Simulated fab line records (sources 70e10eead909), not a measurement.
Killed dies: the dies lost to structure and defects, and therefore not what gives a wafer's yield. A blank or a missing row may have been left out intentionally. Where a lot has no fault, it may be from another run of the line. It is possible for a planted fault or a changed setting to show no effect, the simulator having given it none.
fab line records	flow nandHarc
[record] lots = 14	wafers = 42	lastDay = 33
route steps=1302 shown P_CONTACT@218 END@1302
lots that met no fault: taken from a fault-free run of the same line
startH: start of the lot's first displayed wafer, in hours after the record's first day	waitH: hours from the lot's prior step to this one	" as in the row above	L1.1+2: a single row standing in for several wafers	- either no value or no given start	* or withheld: withheld	< > ~ a bound
route shown NAME@n: a module of which the file shows steps, and the number in the route of the first	usual: mean and standard deviation over wafers with no fault	same: alike in all rows	chamber/n: place in a boat	sites: the reading at each site	_std_site: standard deviation across them	_edge_site: mean of outer sites minus mean of inner sites	radiusMm: for every site, how far away it sits from the centre of the wafer	mask NAME#n: copy n	behind: the most recent tool/chamber to have shaped the wafer	hold: the reason the lot was held/the length of the hold in hours/how it ended	device: whichever transistor did not switch (one of n, p or np)	end of line: tests run on the same wafers once the route is complete	a step with no rows: only its recipe	killed: dies lost to structure and defects at the first sort, not the wafer's yield	map: dies across one wafer; x = killed, . = not, _ = none there
set.NAME: the setting the step ran with; set.NAME@STEP: the setting that earlier step ran with	model.NAME: the simulator's own value behind a step, which no gauge read
the route's steps for a sample of lots (tables are steps, rows are wafers)
services: the hour from which a tool's chamber was out of use, counted from the record's first day as startH (under 0 if before that day), plus the number of hours and why
[[steps]]
[step NHARC_P_CONTACT_DEP_00]
[recipe] targetThkA = 5000	tempC = 400	pressureTorr = 6.5	rfW = 900	teosFlowSccm = 161.4	flowSccm = 2650	targetThkNm = 500	gas = O2	material = SiO2
[usual] heaterPowerW = 571/85	throttleValvePct = 16.2/0.53
lot.wafer	tool	chamber	startH	waitH	heaterPowerW	throttleValvePct
L461.2	pecvd-01	0	-	-	745	16.4
L461.3	"	2	"	"	529	15.9
L461.5	"	1	"	"	487	16.6
L463.2	pecvd-04	1	-	-	532	16.2
L463.4	"	0	"	"	488	16.6
L463.5	"	1	"	"	566	16.2
L464.1	pecvd-04	2	-	-	720	16.4
L464.5	"	0	"	"	589	16.6
L464.6	"	1	"	"	557	16.0
L469.2	pecvd-04	1	-	-	580	16.3
L469.3	"	0	"	"	523	16.9
L469.6	"	1	"	"	581	16.2
L470.1	pecvd-01	2	-	-	489	16.0
L470.2	"	1	"	"	506	17.3
L470.4	"	2	"	"	500	16.3
L467.2	pecvd-04	2	-	-	593	16.4
L467.4	"	2	"	"	627	16.6
L467.5	"	0	"	"	651	17.0
L474.2	pecvd-04	0	-	-	582	16.8
L474.1	"	1	"	"	512	16.3
L474.5	"	1	"	"	534	16.3
L475.3	pecvd-02	2	-	-	420	15.5
L475.4	"	2	"	"	457	15.4
L475.5	"	1	"	"	624	15.5
L476.4	pecvd-04	1	-	-	569	16.3
L476.6	"	2	"	"	673	16.5
L476.5	"	0	"	"	559	16.6
L477.1	pecvd-01	2	-	-	379	16.5
L477.3	"	0	"	"	721	16.2
L477.5	"	1	"	"	431	17.4
L478.1	pecvd-02	2	-	-	541	15.4
L478.5	"	2	"	"	414	15.2
L478.6	"	1	"	"	563	15.6
L481.3	pecvd-04	0	-	-	673	16.0
L481.2	"	1	"	"	522	16.1
L481.1	"	2	"	"	748	15.9
L482.3	pecvd-04	1	-	-	448	15.9
L482.1	"	0	"	"	541	15.7
L482.5	"	1	"	"	469	16.1
L483.3	pecvd-04	1	-	-	532	16.2
L483.5	"	2	"	"	712	16.3
L483.6	"	0	"	"	591	16.2
[step NHARC_P_CONTACT_CMP_01]
[recipe] targetThkNm = 200	material = SiO2
[usual] edgeZonePressureFrac = 0.999/0.0048	motorCurrentA = 12.2/1.3	slurryFlowMlMin = 150.0/0.47
lot.wafer	tool	chamber	startH	waitH	edgeZonePressureFrac	motorCurrentA	slurryFlowMlMin
L461.2	cmp-01	2	113.74	-	0.996	14.6	149.3
L461.3	"	3	"	"	1.002	13.2	151.1
L461.5	"	0	"	"	0.997	11.8	150.4
L463.4	cmp-02	2	131.77	-	0.997	13.5	150.6
L463.2	"	3	"	"	0.997	12.5	149.4
L463.5	"	1	"	"	1.002	11.7	149.8
L464.1	cmp-04	2	141.77	-	1.006	12.3	149.9
L464.5	"	1	"	"	0.991	11.3	150.0
L464.6	"	2	"	"	0.996	11.8	149.3
L469.3	cmp-02	0	216.04	-	1.000	10.4	149.6
L469.2	"	1	"	"	1.005	11.8	150.3
L469.6	"	3	"	"	1.007	13.7	150.4
L470.1	cmp-04	0	222.88	-	1.001	10.7	150.6
L470.2	"	1	"	"	0.999	11.1	150.1
L470.4	"	2	"	"	0.997	11.2	150.1
L467.4	cmp-04	3	224.11	-	0.998	13.2	149.0
L467.2	"	2	"	"	0.987	12.1	149.8
L467.5	"	3	"	"	1.002	14.1	149.6
L474.2	cmp-04	3	257.88	-	1.010	14.3	150.4
L474.1	"	2	"	"	0.988	11.9	149.7
L474.5	"	3	"	"	1.000	13.3	150.2
L475.4	cmp-04	2	259.43	-	1.001	12.0	150.0
L475.3	"	3	"	"	1.001	12.9	150.8
L475.5	"	2	"	"	1.002	11.8	150.9
L476.4	cmp-01	3	262.52	-	-	-	-
L476.6	"	0	"	"	-	-	-
L476.5	"	1	"	"	-	-	-
L477.1	cmp-02	1	275.10	-	-	-	-
L477.3	"	2	"	"	-	-	-
L477.5	"	0	"	"	-	-	-
L478.1	cmp-04	0	281.93	-	-	-	-
L478.6	"	1	"	"	-	-	-
L478.5	"	2	"	"	-	-	-
L481.2	cmp-01	2	313.52	-	1.005	15.4	150.0
L481.1	"	3	"	"	0.997	14.0	150.4
L481.3	"	0	"	"	1.003	11.8	149.6
L482.1	cmp-02	3	333.51	-	0.997	13.3	148.7
L482.3	"	0	"	"	1.003	10.7	150.0
L482.5	"	2	"	"	0.999	13.4	149.8
L483.3	cmp-04	1	339.74	-	1.001	11.5	150.0
L483.5	"	0	"	"	0.997	11.0	150.2
L483.6	"	1	"	"	1.001	11.1	150.5
[step NHARC_P_CONTACT_CD_MEAS_12]
[recipe] targetCdNm = 90	landingEnergyEv = 500
[usual] cdNm = 90.2/0.62
lot.wafer	tool	chamber	startH	waitH	cdNm
L461.2	cdSem-03	0	114.40	-	90.6
L461.3	"	0	"	"	91.3
L461.5	"	0	"	"	91.4
L463.2	cdSem-01	0	132.46	-	89.8
L463.4	"	0	"	"	89.6
L463.5	"	0	"	"	89.9
L464.1	cdSem-03	0	142.57	-	90.4
L464.5	"	0	"	"	90.0
L464.6	"	0	"	"	90.3
L469.2	cdSem-02	0	216.85	-	90.6
L469.3	"	0	"	"	90.6
L469.6	"	0	"	"	90.2
L470.1	cdSem-02	0	223.71	-	91.2
L470.2	"	0	"	"	89.7
L470.4	"	0	"	"	91.0
L467.2	cdSem-03	0	224.95	-	89.4
L467.4	"	0	"	"	90.3
L467.5	"	0	"	"	89.6
L474.1	cdSem-02	0	258.58	-	90.4
L474.2	"	0	"	"	90.3
L474.5	"	0	"	"	89.5
L475.3	cdSem-03	0	260.13	-	89.3
L475.4	"	0	"	"	89.6
L475.5	"	0	"	"	89.2
L476.4	cdSem-02	0	263.30	-	89.0
L476.5	"	0	"	"	89.1
L476.6	"	0	"	"	88.8
L477.1	cdSem-03	0	275.90	-	91.2
L477.3	"	0	"	"	90.7
L477.5	"	0	"	"	90.3
L478.1	cdSem-02	0	282.68	-	90.9
L478.5	"	0	"	"	90.4
L478.6	"	0	"	"	90.8
L481.1	cdSem-02	0	314.20	-	90.4
L481.2	"	0	"	"	90.0
L481.3	"	0	"	"	90.1
L482.1	cdSem-02	0	334.29	-	89.4
L482.3	"	0	"	"	89.8
L482.5	"	0	"	"	89.8
L483.3	cdSem-02	0	340.55	-	90.4
L483.5	"	0	"	"	90.4
L483.6	"	0	"	"	90.3
[step NHARC_P_CONTACT_INSPECT_14]
[usual] rawDefectCount = 4.4/2.3
lot.wafer	tool	chamber	startH	waitH	rawDefectCount
L461.2	defectInspect-01	-	114.53	0.0	4
L461.3	"	-	"	"	7
L461.5	"	-	"	"	1
L463.2	defectInspect-02	-	132.58	0.0	4
L463.4	"	-	"	"	5
L463.5	"	-	"	"	1
L464.1	defectInspect-01	-	142.70	0.0	8
L464.5	"	-	"	"	6
L464.6	"	-	"	"	3
L469.2	defectInspect-02	-	216.97	0.0	3
L469.3	"	-	"	"	5
L469.6	"	-	"	"	2
L470.1	defectInspect-01	-	223.83	0.0	2
L470.2	"	-	"	"	3
L470.4	"	-	"	"	1
L467.2	defectInspect-02	-	225.07	0.0	10
L467.4	"	-	"	"	7
L467.5	"	-	"	"	8
L474.1	defectInspect-01	-	258.71	0.0	6
L474.2	"	-	"	"	6
L474.5	"	-	"	"	4
L475.3	defectInspect-02	-	260.25	0.0	3
L475.4	"	-	"	"	0
L475.5	"	-	"	"	7
L476.4	defectInspect-02	-	263.42	0.0	4
L476.5	"	-	"	"	5
L476.6	"	-	"	"	3
L477.1	defectInspect-02	-	276.02	0.0	5
L477.3	"	-	"	"	5
L477.5	"	-	"	"	6
L478.1	defectInspect-01	-	282.80	0.0	1
L478.5	"	-	"	"	4
L478.6	"	-	"	"	6
L481.1	defectInspect-01	-	314.33	0.0	7
L481.2	"	-	"	"	3
L481.3	"	-	"	"	5
L482.1	defectInspect-01	-	334.42	0.0	4
L482.3	"	-	"	"	4
L482.5	"	-	"	"	4
L483.3	defectInspect-01	-	340.67	0.0	7
L483.5	"	-	"	"	9
L483.6	"	-	"	"	4
[step NHARC_END_SORT_01]
[recipe] tempC = 25
[usual] killedAtArray = 54/18	killedAtOther = 0.9/1.2	killedAtPeriphery = 4.4/2.9	killedDies = 59/18	killedOpen = 3.2/1.8	killedShort = 2.6/1.8
[same] grossDies = 677
lot.wafer	tool	chamber	startH	waitH	killedAtArray	killedAtOther	killedAtPeriphery	killedDies	killedOpen	killedShort
L477.1	prober-01	0	736.15	2.5	47	3	627	677	3	6
L477.3	prober-01	0	737.75	3.1	47	0	630	677	4	2
L477.5	prober-01	0	739.35	3.7	56	1	620	677	2	2
L476.4	prober-02	0	738.40	3.4	53	0	624	677	2	1
L476.5	prober-02	0	739.20	3.7	62	0	615	677	1	3
L476.6	prober-02	0	740.00	4.0	68	0	609	677	4	2
L478.5	prober-02	0	747.03	3.7	70	1	606	677	1	4
// killed by level:class
L477.1 P_CONTACT:areaCmp=621 A_CHANNEL_HOLE_D2:chamberFilmFlake=28 A_CHANNEL_HOLE_D1:chamberFilmFlake=11 P_GATE:geometricParticle:open=2 A_CHANNEL_FILL_D2:geometricParticle:short=2 P_ZERO_WELL:chamberFilmFlake=2 A_SLIT:chamberFilmFlake=2 THIN_TSV:chamberFilmFlake=2
L477.3 P_CONTACT:areaCmp=625 A_CHANNEL_HOLE_D2:chamberFilmFlake=25 A_CHANNEL_HOLE_D1:chamberFilmFlake=9 A_SLIT:chamberFilmFlake=4 P_STI:chamberFilmFlake=3 A_CONTACT:chamberFilmFlake=2 A_ONON_D2:geometricParticle:short=1 A_CHANNEL_FILL_D2:geometricParticle:open=1
L476.4 P_CONTACT:areaCmp=621 A_CHANNEL_HOLE_D2:chamberFilmFlake=18 A_CHANNEL_HOLE_D1:chamberFilmFlake=18 A_CONTACT:chamberFilmFlake=5 A_SLIT:chamberFilmFlake=3 A_DECK1_JOINT:chamberFilmFlake=2 A_STAIRCASE:chamberFilmFlake=2 A_DECK1_JOINT:geometricParticle:open=1
L476.5 P_CONTACT:areaCmp=612 A_CHANNEL_HOLE_D2:chamberFilmFlake=20 A_CHANNEL_HOLE_D1:chamberFilmFlake=18 A_SLIT:chamberFilmFlake=8 A_CONTACT:chamberFilmFlake=5 A_SGD_CUT:geometricParticle:short=3 A_CHANNEL_FILL_D1:chamberFilmFlake=3 P_GATE:chamberFilmFlake=2
L477.5 P_CONTACT:areaCmp=615 A_CHANNEL_HOLE_D2:chamberFilmFlake=36 A_CHANNEL_HOLE_D1:chamberFilmFlake=12 P_GATE:chamberFilmFlake=2 A_SLIT:chamberFilmFlake=2 P_CONTACT:geometricParticle:short=1 A_DECK1_JOINT:geometricParticle:open=1 A_CHANNEL_FILL_D2:geometricParticle:short=1
L476.6 P_CONTACT:areaCmp=605 A_CHANNEL_HOLE_D2:chamberFilmFlake=29 A_CHANNEL_HOLE_D1:chamberFilmFlake=26 P_GATE:chamberFilmFlake=3 A_SLIT:chamberFilmFlake=3 A_CHANNEL_FILL_D1:chamberFilmFlake=2 P_CONTACT:geometricParticle:open=1 A_CHANNEL_FILL_D1:geometricParticle:open=1
L478.5 P_CONTACT:areaCmp=599 A_SLIT:chamberFilmFlake=31 A_CHANNEL_HOLE_D1:chamberFilmFlake=26 A_CONTACT:chamberFilmFlake=7 P_M1:chamberFilmFlake=6 A_CHANNEL_HOLE_D1:geometricParticle:short=1 A_CHANNEL_FILL_D1:geometricParticle:short=1 A_DECK1_JOINT:geometricParticle:open=1
[[services]]
tool	chamber	startH	hours	kind
cmp-02	-	93.45	2.6	repair
cmp-04	-	93.94	0.3	repair
cmp-04	-	113.31	4.0	pm
pecvd-01	0	114.96	6.1	repair
pecvd-01	-	130.33	13.0	pm
cmp-02	-	137.96	4.0	pm
pecvd-02	-	151.43	2.5	repair
cmp-01	-	171.46	11.3	repair
cmp-01	-	185.58	4.0	pm
cmp-01	-	195.93	1.5	repair
cmp-04	-	206.68	0.6	repair
cmp-04	-	211.31	4.0	pm
cmp-01	-	229.95	0.8	repair
cmp-02	-	235.96	4.0	pm
cmp-01	-	244.29	0.5	repair
cmp-02	-	251.57	4.5	repair
pecvd-04	-	269.94	13.0	pm
cmp-01	-	283.58	4.0	pm
cmp-01	-	305.61	6.1	repair
cmp-04	-	309.31	4.0	pm
pecvd-01	-	311.33	13.0	pm
cmp-02	-	319.99	0.6	repair
cmp-01	-	326.03	0.4	repair
cmp-02	-	333.96	4.0	pm
[[key]]
[firstSign] step = NHARC_P_CONTACT_CMP_01	reading = toolRecord	direction = missing
[effect] step = NHARC_END_SORT_01	reading = killedAtPeriphery	direction = up	sigmas = 99+	usual = 4.4	struck = 618.7
[moreKillsBornAt] NHARC_P_CONTACT_CMP_01@cmp-02 = 1861	NHARC_P_CONTACT_CMP_01@cmp-01 = 1837	NHARC_P_CONTACT_CMP_01@cmp-04 = 599
metAt NHARC_P_CONTACT_CMP_01
struckLots L476,L477,L478
rowsEnd L478.1,L478.6
laterRowsLeftOut L476.4,L476.5,L476.6,L477.1,L477.3,L477.5,L478.5
testerLeftOut L476,L477,L478
notActingAt NHARC_P_CONTACT_DEP_00,NHARC_P_CONTACT_CD_MEAS_12,NHARC_P_CONTACT_INSPECT_14
onsetBetween 259.43 262.52
[fault] kind = skippedStepWhole	tool = cmp-01,cmp-02,cmp-04	chamber = -	onsetH = 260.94	steps = NHARC_P_CONTACT_CMP_01	scope = struckLotsOnly
// testerLeftOut: of these lots the tester's yield and bins aren't shown, on N5 and GAA mostly nor the transistor test; their killed dies are dies lost to structure and defects alone, not to doping, threshold or leakage, so they don't give the yield
// laterRowsLeftOut: the simulator's readings of these wafers behind a module that went badly wrong aren't trusted and aren't shown, but for the sort
// rowsEnd: these wafers met a further fault down the route, and their rows from its step on are left out
